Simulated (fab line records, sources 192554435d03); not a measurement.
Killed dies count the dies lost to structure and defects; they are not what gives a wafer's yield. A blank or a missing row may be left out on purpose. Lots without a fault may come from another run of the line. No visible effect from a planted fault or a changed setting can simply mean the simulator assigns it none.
Chamber matching	flow n5 finfet	4 sister chambers for N5_BEOL_M0_SAQP_ETCH_106 on rie diel-04
The step etches SOC in N2/H2, stops on SiNx, target depth 150 nm. 14 wafers are shown with their chamber, then 7 later ones without.

WAFERS, EACH WITH ITS CHAMBER
wafer	chamber	showerhead plenum p Torr (Torr)	throttle valve pct (%)	oes product au (a.u.)
L074.2	1	2.63	18.05	0.68
L074.4	0	2.42	18.09	0.71
L074.6	1	2.63	18.05	0.69
L086.1	1	2.62	18.08	0.67
L086.3	2	2.53	17.70	0.73
L086.5	2	2.53	17.71	0.72
L088.2	3	2.69	17.87	0.85
L088.4	1	2.62	18.08	0.66
L088.5	2	2.53	17.71	0.73
L089.4	3	2.69	17.89	0.84
L089.5	3	2.69	17.89	0.84
L089.6	0	2.41	18.11	0.69
L090.1	1	2.62	18.11	0.66
L090.3	3	2.69	17.89	0.84

SIGNATURES (means of the wafers above)
reading	chamber 0	chamber 1	chamber 2	chamber 3	scatter within a chamber
showerhead plenum p Torr	2.4150	2.6240	2.5300	2.6900	0.00412
throttle valve pct	18.1000	18.0740	17.7067	17.8850	0.0176
oes product au	0.7000	0.6720	0.7267	0.8425	0.0101
Rule: a wafer's distance from a chamber is the root of the sum, over the readings, of the square of ((its reading less the chamber's mean) divided by the reading's scatter). If the next closest chamber is less than 2 further off than the closest, the wafer can't be placed; otherwise it belongs to the closest. The scatter: the root of (the sum of the squares of (reading less its chamber's mean) over the shown wafers, divided by (wafers less chambers)).

WAFERS WITH NO CHAMBER GIVEN
wafer	showerhead plenum p Torr (Torr)	throttle valve pct (%)	oes product au (a.u.)
L090.5	2.69	17.88	0.84
L092.2	2.62	18.08	0.66
L092.3	2.52	17.72	0.72
L092.6	2.62	18.09	0.66
L093.2	2.52	17.73	0.73
L093.3	2.61	18.10	0.66
L093.5	2.62	18.11	0.65

WHICH CHAMBER EACH ONE RAN IN
wafer	from the rows above	in truth
L090.5	3	3
L092.2	1	1
L092.3	2	2
L092.6	1	1
L093.2	2	2
L093.3	1	1
L093.5	1	1
Placed correctly: 7 of 7. Can't be placed from these rows: 0. Number placed wrongly: 0.
